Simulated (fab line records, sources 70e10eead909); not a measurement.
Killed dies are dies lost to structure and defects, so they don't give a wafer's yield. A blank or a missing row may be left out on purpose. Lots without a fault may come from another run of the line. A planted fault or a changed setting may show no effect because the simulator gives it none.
Which tool did it? | flow nand_harc | 7 lots, 21 wafers sampled, at 4 steps of a route of 1302

WHAT THE GAUGES READ, wafer by wafer
NHARC_P_BONDPAD_THK_MEAS_33: measures by ellipsometry.
lot  | measured     | on            | thk_nm (nm)
L552 | day 7 07:08  | film_metro-02 | 200.6 199.5 200.3
L555 | day 8 15:08  | film_metro-01 | 198.4 197.3 196.3
L558 | day 9 21:31  | film_metro-01 | 198.2 200.7 197.7
L565 | day 13 00:17 | film_metro-02 | 252.6 245.3 252.1
L568 | day 14 11:25 | film_metro-02 | 200.7 200.0 200.1
L570 | day 15 00:31 | film_metro-01 | 199.6 200.6 201.4
L572 | day 15 18:58 | film_metro-01 | 199.6 199.6 201.9

WHICH TOOL RAN EACH LOT (tool, then ch and the chambers of the sampled wafers, then the start)
lot  | NHARC_P_M2_ETCH_35                 | NHARC_P_M2_PVD_20                       | NHARC_P_BONDPAD_CMP_32
L552 | rie_diel-10 ch 0,1,3, day 7 03:24  | pvd_sputter-03, day 7 05:46 or earlier  | cmp-03 ch 1,2,3, day 7 06:55
L555 | rie_diel-10 ch 0,1,2, day 8 11:25  | pvd_sputter-03, day 8 13:45 or earlier  | cmp-01 ch 0,2, day 8 14:53
L558 | rie_diel-10 ch 1,2, day 9 17:44    | pvd_sputter-01, day 9 20:09 or earlier  | cmp-03 ch 0,2, day 9 21:18
L565 | rie_diel-02 ch 0,2, day 12 20:31   | pvd_sputter-01, day 12 22:55 or earlier | cmp-01 ch 1,2, day 13 00:02
L568 | rie_diel-02 ch 0,3, day 14 07:43   | pvd_sputter-03, day 14 10:04 or earlier | cmp-01 ch 0,2,3, day 14 11:10
L570 | rie_diel-10 ch 0,1,2, day 14 20:50 | pvd_sputter-03, day 14 23:10 or earlier | cmp-01 ch 0,2,3, day 15 00:18
L572 | rie_diel-11 ch 0,1,3, day 15 15:14 | pvd_sputter-01, day 15 17:35 or earlier | cmp-02 ch 0,1,2, day 15 18:43
- NHARC_P_M2_ETCH_35: etches the open film in N2/H2, target depth 40 nm, overetch 12 nm, time 43.94 s.
- NHARC_P_M2_PVD_20: deposits TaN, target thk 5 nm, time 8.06 s.
- NHARC_P_BONDPAD_CMP_32: polishes SiCN, target thk 200 nm.

THE ANSWER, worked out from the rows above alone
Rule: what is usual is taken from the lots themselves. Put in order of their means at a reading, lots are off if they are a third of the lots or fewer, leave a main group of 4 or more, and stand apart from it by a gap of 3 or more times the standard deviation of the main group's means; of several such gaps the widest counts. A main group whose means are all the same, to the digits that the tables above print for the reading, isn't used. A lot without any number at a reading at which 4 lots or more have one is off too. The other lots that the step has rows for count as sound.
Off: L565, at NHARC_P_BONDPAD_THK_MEAS_33 (thk_nm). The main group: mean 199.6 nm, standard deviation 1.1.
A tool fits if, at a process step before that reading, it ran every lot that is off, and no sound lot after the first of them. The gauges at NHARC_P_BONDPAD_THK_MEAS_33 are tried like those tools. NHARC_P_M2_PVD_20 gives no start for some lots, so the hours and the order of its lots are those of NHARC_P_M2_THK_MEAS_24. None of those tried fits.

WHAT THE SIMULATOR HAD PUT IN
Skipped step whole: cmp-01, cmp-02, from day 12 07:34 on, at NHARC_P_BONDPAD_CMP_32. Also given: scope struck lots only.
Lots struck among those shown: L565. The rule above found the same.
